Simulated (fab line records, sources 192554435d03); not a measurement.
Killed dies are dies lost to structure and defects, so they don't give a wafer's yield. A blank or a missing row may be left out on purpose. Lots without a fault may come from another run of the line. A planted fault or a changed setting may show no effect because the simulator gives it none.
fab line records | flow n5_finfet | part 2 of 2: steps 5 to 6 of 6
record lots=23 wafers=69 last_day=18
route steps=1938 shown MOL_CONTACT_COAG@587 BEOL_M0_SAQP@636
lots that met no fault: from a run of the same line without faults
start_h: hours from the record's first day to the start of the lot's first wafer shown | wait_h: hours since the lot's step before | " the same as in the row above | L1.1+2: a row that stands for several wafers | - no value, or no start given | * or withheld: withheld | < > ~ a bound
route shown NAME@n: a module of which the file shows steps, and the number in the route of the first | usual: mean/standard deviation of fault-free wafers | same: alike in all rows | chamber/n: place in a boat | sites: the reading at each site | _std_site: their standard deviation | _edge_site: outer sites' mean less inner sites' | radius_mm: how far each site lies from the wafer's centre | mask NAME#n: copy n | behind: the tool/chamber that last shaped the wafer | hold: why the lot was held/for how many hours/how that ended | device: the transistor (n, p or np) that didn't switch | end of line: the same wafers' tests at the end of the route | a step without rows: its recipe alone | killed: dies lost to structure and defects at the first sort, not the wafer's yield | map: a wafer's dies, x killed, . not, _ none there
set.NAME: the setting as run; set.NAME@STEP: as run at that earlier step | model.NAME: the simulator's own value behind a step, which no gauge read
steps of the route over a sample of lots; a table a step, a row a wafer
services: from which hour (start_h, from the record's first day; less than 0 if before it) a tool's chamber was out of use, for how many hours, and why
## steps
# step N5_MOL_CONTACT_COAG_ETCH_67
# recipe chemistry=N2/H2 target=SOC target_depth_a=600 overetch_a=210 mask_material=SiARC temp_c=40 time_s=101.2 ion_energy_ev=200 pressure_mtorr=30 source_w=840 bias_w=150 n2_flow_sccm=200 h2_flow_sccm=200
# usual drypump_motor_current_A=5.8/0.43 oes_product_au=0.66/0.084 rf_vpp_V=524.5/2.3 showerhead_plenum_p_Torr=2.56/0.08 throttle_valve_pct=17.78/0.27
# columns lot.wafer tool chamber start_h wait_h drypump_motor_current_A oes_product_au rf_hours_counter_h rf_vpp_V showerhead_plenum_p_Torr throttle_valve_pct
L074.3 rie_diel-05 1 102.04 0.0 6.1 0.78 10 525.3 2.60 17.38
L074.4 " 2 " " 5.7 0.67 94 527.8 2.69 17.93
L074.6 " 1 " " 6.2 0.78 - 525.0 2.60 17.37
L075.1 rie_diel-06 0 113.13 0.0 5.4 0.60 182 521.0 2.41 17.74
L075.2 " 1 " " 6.5 0.60 228 526.0 2.60 17.70
L075.4 " 1 " " 6.5 0.60 - 526.2 2.60 17.69
L076.2 rie_diel-04 2 113.35 0.0 5.9 0.70 86 527.6 2.67 17.70
L076.3 " 3 " " 5.3 0.61 208 522.3 2.51 17.93
L076.4 " 1 " " 5.4 0.61 208 524.9 2.64 18.18
L077.2 rie_diel-06 2 116.42 0.0 6.4 0.59 251 526.1 2.59 17.78
L077.5 " 0 " " 5.4 0.59 - 520.0 2.41 17.76
L077.6 " 1 " " 6.5 0.60 - 525.5 2.60 17.69
L078.1 rie_diel-04 2 126.09 0.0 5.9 0.69 89 527.8 2.66 17.71
L078.4 " 0 " " 5.3 0.59 225 525.5 2.60 18.07
L078.5 " 1 " " 5.4 0.61 - 525.8 2.64 18.16
L079.3 rie_diel-06 0 128.94 0.0 5.4 0.60 189 520.7 2.41 17.79
L079.4 " 3 " " 5.7 0.81 - 526.7 2.61 17.45
L079.6 " 0 " " 5.4 0.59 - 519.9 2.41 17.76
L080.1 rie_diel-06 3 135.19 0.0 5.7 0.78 5 525.4 2.61 17.46
L080.3 " 1 " " 6.5 0.59 239 523.8 2.60 17.73
L080.4 " 0 " " 5.4 0.59 - 521.1 2.40 17.76
L081.2 rie_diel-06 0 141.94 0.0 5.3 0.58 196 520.5 2.40 17.77
L081.3 " 1 " " 6.5 0.59 243 526.1 2.59 17.71
L081.5 " 3 " " 5.7 0.77 - 525.7 2.61 17.46
L082.3 rie_diel-04 0 149.86 0.0 5.3 0.58 233 524.8 2.60 18.10
L082.4 " 3 " " 5.4 0.61 219 522.3 2.50 17.97
L082.6 " 3 " " 5.3 0.60 - 523.2 2.51 17.96
L083.4 rie_diel-04 2 154.82 0.0 5.8 0.68 99 527.9 2.66 17.73
L083.5 " 2 " " 5.9 0.68 - 526.7 2.66 17.71
L083.6 " 1 " " 5.4 0.60 - 525.5 2.64 18.19
L084.2 rie_diel-04 2 164.81 0.0 5.9 0.68 102 529.0 2.66 17.72
L084.4 " 1 " " 5.4 0.60 225 525.1 2.64 18.19
L084.6 " 1 " " 5.4 0.60 - 525.4 2.64 18.19
L085.1 rie_diel-05 0 165.36 0.0 5.3 0.78 9 522.0 2.52 17.86
L085.2 " 1 " " 6.1 0.73 34 525.8 2.59 17.42
L085.6 " 1 " " 6.1 0.74 - 526.1 2.59 17.42
L086.2 rie_diel-06 0 174.77 0.0 5.4 0.58 210 520.3 2.40 17.79
L086.5 " 2 " " 6.4 0.80 - 525.5 2.58 17.40
L086.6 " 3 " " 5.7 0.74 - 526.0 2.60 17.49
L087.2 rie_diel-05 1 182.35 0.0 6.1 0.73 41 525.3 2.59 17.42
L087.3 " 2 " " 5.7 0.64 125 527.3 2.68 17.99
L087.6 " 0 " " 5.3 0.77 - 522.8 2.52 17.86
L088.1 rie_diel-04 3 184.90 0.0 5.4 0.59 233 521.8 2.50 17.98
L088.2 " 0 " " 5.3 0.58 246 525.9 2.59 18.09
L088.3 " 2 " " 5.9 0.68 109 527.7 2.66 17.75
L089.2 rie_diel-05 2 193.14 0.0 5.7 0.63 130 527.3 2.68 17.99
L089.4 " 0 " " 5.4 0.77 - 522.0 2.51 17.87
L089.6 " 2 " " 5.7 0.64 - 526.7 2.68 18.00
L090.1 rie_diel-05 0 197.31 0.0 5.4 0.76 20 522.4 2.51 17.88
L090.3 " 1 " " 6.1 0.72 42 524.5 2.59 17.41
L090.5 " 3 " " 6.1 0.58 - 522.7 2.52 18.20
L091.1 rie_diel-06 3 204.73 0.0 5.7 0.73 30 524.3 2.60 17.50
L091.2 " 1 " " 6.5 0.79 10 526.1 2.59 17.32
L091.4 " 2 " " 6.4 0.77 23 524.3 2.58 17.42
L092.1 rie_diel-06 1 206.58 0.0 6.5 0.80 11 524.8 2.59 17.30
L092.3 " 3 " " 5.7 0.73 31 525.5 2.60 17.51
L092.4 " 2 " " 6.4 0.78 24 523.8 2.58 17.41
L093.1 rie_diel-06 0 223.02 0.0 5.3 0.57 225 518.8 2.39 17.82
L093.5 " 0 " " 5.3 0.57 - 520.8 2.39 17.82
L093.6 " 3 " " 5.7 0.72 - 525.6 2.60 17.51
L095.1 rie_diel-06 0 224.96 0.0 5.4 0.57 226 518.8 2.39 17.82
L095.2 " 2 " " 6.4 0.76 30 524.6 2.58 17.42
L095.4 " 3 " " 5.7 0.71 38 526.2 2.60 17.53
L096.4 rie_diel-04 3 238.52 0.0 5.4 0.58 - 522.6 2.49 18.01
L096.5 " 2 " " 5.9 0.66 - 525.0 2.65 17.77
L096.6 " 0 " " 5.3 0.79 - 524.0 2.59 17.61
L097.2 rie_diel-05 2 241.64 0.0 5.7 0.62 143 527.4 2.67 18.03
L097.4 " 0 " " 5.4 0.75 31 522.6 2.51 17.89
L097.5 " 0 " " 5.4 0.74 - 522.9 2.51 17.88
# step N5_BEOL_M0_SAQP_PECVD_96
# recipe material=a-Si target_thk_a=450 temp_c=350 precursor=SiH4/He pressure_torr=3 rf_w=100 time_s=45.2
# usual heater_power_outer_w=385/58 heater_power_w=659/64 showerhead_plenum_p_Torr=5.704/0.029 throttle_valve_pct=17.9/0.52
# columns lot.wafer tool chamber start_h wait_h heater_power_outer_w heater_power_w showerhead_plenum_p_Torr throttle_valve_pct
L074.3 pecvd-02 1 107.36 0.0 427 686 5.739 18.0
L074.4 " 2 " " 329 593 5.687 17.7
L074.6 " 1 " " 435 716 5.740 18.0
L075.1 pecvd-02 1 120.63 0.0 500 761 5.746 17.9
L075.2 " 2 " " 318 581 5.687 17.4
L075.4 " 2 " " 314 596 5.691 17.6
L076.2 pecvd-02 1 121.95 0.0 482 766 5.739 17.8
L076.3 " 0 " " 400 696 5.667 18.3
L076.4 " 1 " " 498 771 5.734 17.8
L077.2 pecvd-01 0 125.41 0.0 339 614 5.736 17.2
L077.5 " 2 " " 330 588 5.680 17.8
L077.6 " 1 " " 407 700 5.747 17.2
L078.1 pecvd-04 1 132.15 0.0 339 573 5.715 19.2
L078.4 " 1 " " 346 572 5.711 18.8
L078.5 " 1 " " 331 584 5.699 19.0
L079.3 pecvd-04 1 134.21 0.0 325 568 5.707 19.2
L079.4 " 1 " " 327 563 5.701 19.4
L079.6 " 2 " " 384 679 5.736 17.4
L080.1 pecvd-02 2 140.58 0.0 293 561 5.683 17.7
L080.3 " 1 " " 513 789 5.733 18.0
L080.4 " 2 " " 298 557 5.690 17.3
L081.2 pecvd-02 2 149.07 0.0 348 625 5.688 17.5
L081.3 " 1 " " 483 764 5.741 17.9
L081.5 " 2 " " 350 630 5.683 17.7
L082.3 pecvd-01 2 155.03 0.0 373 667 5.678 17.7
L082.4 " 1 " " 427 721 5.752 17.3
L082.6 " 0 " " 377 640 5.756 17.2
L083.4 pecvd-02 1 160.38 0.0 495 759 5.727 17.7
L083.5 " 2 " " 338 632 5.708 17.2
L083.6 " 0 " " 388 692 5.651 18.1
L084.2 pecvd-02 2 171.95 0.0 344 633 5.694 17.9
L084.4 " 2 " " 348 631 5.684 18.0
L084.6 " 0 " " 380 674 5.678 18.3
L085.1 pecvd-01 2 174.06 0.0 419 674 5.681 17.7
L085.2 " 1 " " 402 683 5.735 17.4
L085.6 " 1 " " 397 670 5.751 17.3
L086.2 pecvd-04 0 180.24 0.0 437 689 5.682 17.9
L086.5 " 1 " " 323 571 5.701 19.3
L086.6 " 0 " " 449 673 5.674 18.0
L087.2 pecvd-04 0 190.94 0.0 444 705 5.676 17.8
L087.3 " 2 " " 361 653 5.722 17.6
L087.6 " 0 " " 462 703 5.665 17.9
L088.1 pecvd-04 1 191.50 0.0 340 580 5.703 19.2
L088.2 " 0 " " 439 676 5.688 18.4
L088.3 " 2 " " 391 680 5.716 17.6
L089.2 pecvd-01 1 198.82 0.0 418 692 5.732 17.2
L089.4 " 0 " " 333 600 5.746 17.3
L089.6 " 2 " " 383 639 5.668 17.6
L090.1 pecvd-02 0 202.85 0.0 338 620 5.678 18.1
L090.3 " 1 " " 487 740 5.722 17.6
L090.5 " 1 " " 491 769 5.729 17.6
L091.1 pecvd-02 2 214.39 0.0 275 537 5.705 17.9
L091.2 " 0 " " 409 673 5.664 18.2
L091.4 " 0 " " 407 707 5.676 18.2
L092.1 pecvd-02 2 214.97 0.0 332 623 5.689 17.7
L092.3 " 2 " " 336 617 5.690 17.9
L092.4 " 0 " " 359 638 5.666 18.3
L093.1 pecvd-02 0 228.94 0.0 386 687 5.685 18.1
L093.5 " 1 " " 470 746 5.728 18.1
L093.6 " 2 " " 310 569 5.714 17.9
L095.1 pecvd-02 2 232.84 0.0 345 627 5.705 17.9
L095.2 " 1 " " 484 775 5.749 18.0
L095.4 " 2 " " 347 625 5.699 17.7
L096.4 pecvd-04 0 245.40 0.0 468 757 5.684 17.7
L096.5 " 2 " " 387 658 5.709 17.9
L096.6 " 1 " " 331 572 5.708 19.0
L097.2 pecvd-02 0 246.48 0.0 323 598 5.667 18.1
L097.4 " 1 " " 510 792 5.730 17.9
L097.5 " 0 " " 325 594 5.670 17.8
## services
# columns tool chamber start_h hours kind
rie_diel-06 0 80.80 5.8 repair
pecvd-04 - 99.25 28.1 pm
rie_diel-05 1 102.88 4.1 repair
pecvd-01 2 104.13 4.0 repair
rie_diel-06 3 109.47 - clean
rie_diel-06 3 109.47 - consumable_replace:focus_ring
rie_diel-06 3 109.47 17.5 scheduled_down
rie_diel-06 3 109.47 17.5 vent_cycle
pecvd-01 2 131.50 6.3 repair
plasma_asher-01 - 137.25 14.6 pm
pecvd-04 - 155.23 2.8 pm
pecvd-04 - 160.06 0.3 repair
pecvd-02 2 161.44 4.7 repair
pecvd-02 - 161.88 9.5 repair
rie_diel-05 0 167.07 5.0 repair
rie_diel-04 2 175.54 3.6 repair
plasma_asher-02 - 178.06 0.3 repair
rie_diel-05 1 183.42 12.0 repair
rie_diel-05 - 205.16 0.7 repair
pecvd-04 1 210.67 3.4 repair
rie_diel-05 - 218.37 0.1 repair
rie_diel-05 3 242.46 40.9 repair
pecvd-01 2 245.23 12.9 repair
plasma_asher-02 - 245.84 33.9 repair
